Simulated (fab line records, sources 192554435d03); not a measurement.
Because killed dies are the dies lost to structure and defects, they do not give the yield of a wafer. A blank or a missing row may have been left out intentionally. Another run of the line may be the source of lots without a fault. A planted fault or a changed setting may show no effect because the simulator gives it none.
A struck lot beside a sound one -- flow n5_finfet -- 15 out of 1938 route steps
Sound: these wafers, L443.1, L443.5, L443.6. Struck: wafers L449.2, L449.4, L449.6. At the end, the cause is stated.
At each step with rows: each side's tool, then ch and its chambers, then its first start. Under that, the readings that differ: sound wafers -- struck wafers -- difference of the means -- sigmas: that difference in standard deviations of wafers without a fault.
alike: readings with means less than 2 such deviations apart, plus words and numbers identical on both sides. not compared: withheld readings, readings lacking a value on some wafer, bounds such as >300 that could conceal the same value, and numbers that have no deviation in the record and whose values overlap.
A row with sigmas, a row that says differs or no value, or rows on one side alone: a step with any of these is where the two part. Non-overlapping numbers with no deviation appear without sigmas and do not part them. A reading that every wafer of one side lacks parts them only if that side has two wafers or more.

first, 8 steps without rows for these wafers: N5_PASSIVATION_HMDS_37 (time 60 s); N5_PASSIVATION_COAT_38; N5_PASSIVATION_EBR_40; N5_PASSIVATION_SOFTBAKE_39 (time 120 s); N5_PASSIVATION_EXPOSE_41 (exposes mask PASS OPEN, defocus 0 nm, target cd 40000 nm); N5_PASSIVATION_PEB_42; N5_PASSIVATION_DEVELOP_43 (develop time 60 s); N5_PASSIVATION_HARDBAKE_45 (time 120 s).
N5_PASSIVATION_CD_MEAS_44 targets a cd of 40000 nm.
  sound on cd_sem-01 ch 0, day 14 13:22; struck on cd_sem-03 ch 0, day 16 10:43
  alike: cd_nm
N5_PASSIVATION_OVL_MEAS_66:
  sound on overlay-01 ch 0, day 14 13:23; struck on overlay-02 ch 0, day 16 10:45
  alike: PASS_OPEN_OVL
N5_PASSIVATION_INSPECT_67: inspects for defects (macro).
  sound: defect_inspect-02 at day 14 13:25; struck: defect_inspect-01 at day 16 10:46
  alike: raw_defect_count
N5_PASSIVATION_DESCUM_46: chemistry O2, time 7.9 s.
  sound on rie_diel-05 ch 0,3, day 14 13:27; struck on rie_diel-04 ch 0,2,3, day 16 11:01
  alike: drypump_motor_current_A, oes_product_au, rf_vpp_V, showerhead_plenum_p_Torr, throttle_valve_pct
  not compared: rf_hours_counter_h
N5_PASSIVATION_PASS_ETCH_47: etches SiNx in CF4/O2, target depth 770 nm, time 385 s.
  sound on rie_diel-05 ch 0,3, day 14 13:29; struck on rie_diel-04 ch 0,2,3, day 16 11:03
reading,sound,struck,difference,sigmas
run_length_s (s),408.3 408.2 408.4,437.7 436.8 436.6,+28.7,+54
  alike: drypump_motor_current_A, oes_product_au, rf_vpp_V, showerhead_plenum_p_Torr, throttle_valve_pct
  not compared: rf_hours_counter_h, model.etch.depth_nm
N5_PASSIVATION_ETCH_54: etches SiO2 in CHF3/O2, target depth 880 nm, time 440 s.
  sound on rie_diel-05 ch 0,3, day 14 13:43; struck on rie_diel-04 ch 0,2,3, day 16 11:17
  alike: drypump_motor_current_A, oes_product_au, rf_vpp_V, showerhead_plenum_p_Torr, throttle_valve_pct
  not compared: rf_hours_counter_h
N5_PASSIVATION_PROBE_49:
  sound: prober-01 at day 14 16:29; struck: prober-01 at day 16 14:07
reading,sound,struck,difference,sigmas
killed_at_other,0 0 3,9 7 11,+8,+3
  alike: defect_limited_yield, killed_at_M0_to_M3, killed_at_M4_up, killed_at_contacts, killed_at_front_end, killed_dies, killed_open, killed_short, sort_bin_5_function, sort_bin_6_memory, sort_bin_8_speed, sort_n_pass, sort_yield_pct

WHERE THEY PART
At N5_PASSIVATION_PASS_ETCH_47 first; at N5_PASSIVATION_PROBE_49 last (within this record only).

WHY: what had been put in by the simulator
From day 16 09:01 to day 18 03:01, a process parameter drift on rie_diel-04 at N5_PASSIVATION_PASS_ETCH_47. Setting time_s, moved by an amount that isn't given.
